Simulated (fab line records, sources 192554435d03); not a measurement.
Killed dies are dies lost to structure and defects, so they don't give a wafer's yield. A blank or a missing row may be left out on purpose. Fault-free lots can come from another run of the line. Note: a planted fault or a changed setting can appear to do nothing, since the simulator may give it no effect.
Matching of chambers / flow n5 finfet / rie diel-06 running N5_BEOL_M1_ETCHBACK_99: 4 sister chambers
The step etches SiO2 in CHF3, target depth 5 nm, time 10.4 s. 16 wafers are shown with their chamber, then 8 later ones without.

WAFERS PAIRED WITH THEIR CHAMBERS
wafer=L074.2; chamber=0; showerhead plenum p Torr (Torr)=2.21; throttle valve pct (%)=16.98; oes product au (a.u.)=0.70
wafer=L074.3; chamber=2; showerhead plenum p Torr (Torr)=2.23; throttle valve pct (%)=17.15; oes product au (a.u.)=0.72
wafer=L074.6; chamber=1; showerhead plenum p Torr (Torr)=2.07; throttle valve pct (%)=17.22; oes product au (a.u.)=0.74
wafer=L077.1; chamber=2; showerhead plenum p Torr (Torr)=2.23; throttle valve pct (%)=17.16; oes product au (a.u.)=0.72
wafer=L077.2; chamber=1; showerhead plenum p Torr (Torr)=2.07; throttle valve pct (%)=17.23; oes product au (a.u.)=0.73
wafer=L077.3; chamber=0; showerhead plenum p Torr (Torr)=2.21; throttle valve pct (%)=17.00; oes product au (a.u.)=0.71
wafer=L077.4; chamber=3; showerhead plenum p Torr (Torr)=2.24; throttle valve pct (%)=16.90; oes product au (a.u.)=0.77
wafer=L077.5; chamber=2; showerhead plenum p Torr (Torr)=2.23; throttle valve pct (%)=17.16; oes product au (a.u.)=0.73
wafer=L077.6; chamber=3; showerhead plenum p Torr (Torr)=2.24; throttle valve pct (%)=16.91; oes product au (a.u.)=0.77
wafer=L078.1; chamber=1; showerhead plenum p Torr (Torr)=2.06; throttle valve pct (%)=17.23; oes product au (a.u.)=0.74
wafer=L078.2; chamber=3; showerhead plenum p Torr (Torr)=2.24; throttle valve pct (%)=16.93; oes product au (a.u.)=0.77
wafer=L078.5; chamber=1; showerhead plenum p Torr (Torr)=2.06; throttle valve pct (%)=17.24; oes product au (a.u.)=0.74
wafer=L079.2; chamber=3; showerhead plenum p Torr (Torr)=2.24; throttle valve pct (%)=16.92; oes product au (a.u.)=0.76
wafer=L079.4; chamber=1; showerhead plenum p Torr (Torr)=2.06; throttle valve pct (%)=17.24; oes product au (a.u.)=0.73
wafer=L079.5; chamber=3; showerhead plenum p Torr (Torr)=2.24; throttle valve pct (%)=16.92; oes product au (a.u.)=0.75
wafer=L086.1; chamber=2; showerhead plenum p Torr (Torr)=2.22; throttle valve pct (%)=17.20; oes product au (a.u.)=0.71

SIGNATURES, as means of the wafers listed above
reading=showerhead plenum p Torr; chamber 0=2.2100; chamber 1=2.0640; chamber 2=2.2275; chamber 3=2.2400; scatter within a chamber=0.00403
reading=throttle valve pct; chamber 0=16.9900; chamber 1=17.2320; chamber 2=17.1675; chamber 3=16.9160; scatter within a chamber=0.0144
reading=oes product au; chamber 0=0.7050; chamber 1=0.7360; chamber 2=0.7200; chamber 3=0.7640; scatter within a chamber=0.00758
Rule: a wafer lies at a distance from a chamber equal to the root of the sum of squares, over the readings, of (its reading less the chamber's mean, divided by the reading's scatter). The wafer belongs to the nearest chamber; if the next one is less than 2 further off, it can't be placed. The scatter is the square root of a quotient: the sum, over the shown wafers, of each reading's squared deviation from its chamber's mean, divided by wafers minus chambers.

WAFERS MISSING THEIR CHAMBER
wafer=L086.3; showerhead plenum p Torr (Torr)=2.06; throttle valve pct (%)=17.24; oes product au (a.u.)=0.74
wafer=L086.5; showerhead plenum p Torr (Torr)=2.21; throttle valve pct (%)=17.03; oes product au (a.u.)=0.70
wafer=L085.3; showerhead plenum p Torr (Torr)=2.06; throttle valve pct (%)=17.25; oes product au (a.u.)=0.74
wafer=L085.4; showerhead plenum p Torr (Torr)=2.24; throttle valve pct (%)=16.95; oes product au (a.u.)=0.75
wafer=L085.6; showerhead plenum p Torr (Torr)=2.23; throttle valve pct (%)=17.19; oes product au (a.u.)=0.71
wafer=L088.1; showerhead plenum p Torr (Torr)=2.24; throttle valve pct (%)=16.95; oes product au (a.u.)=0.74
wafer=L088.2; showerhead plenum p Torr (Torr)=2.06; throttle valve pct (%)=17.27; oes product au (a.u.)=0.73
wafer=L088.4; showerhead plenum p Torr (Torr)=2.22; throttle valve pct (%)=17.22; oes product au (a.u.)=0.70

EACH ONE'S CHAMBER
wafer=L086.3; from the rows above=1; in truth=1
wafer=L086.5; from the rows above=0; in truth=0
wafer=L085.3; from the rows above=1; in truth=1
wafer=L085.4; from the rows above=3; in truth=3
wafer=L085.6; from the rows above=2; in truth=2
wafer=L088.1; from the rows above=3; in truth=3
wafer=L088.2; from the rows above=1; in truth=1
wafer=L088.4; from the rows above=2; in truth=2
Placed correctly: 8 of 8. Not placeable from these rows: 0. 0 placed wrongly.
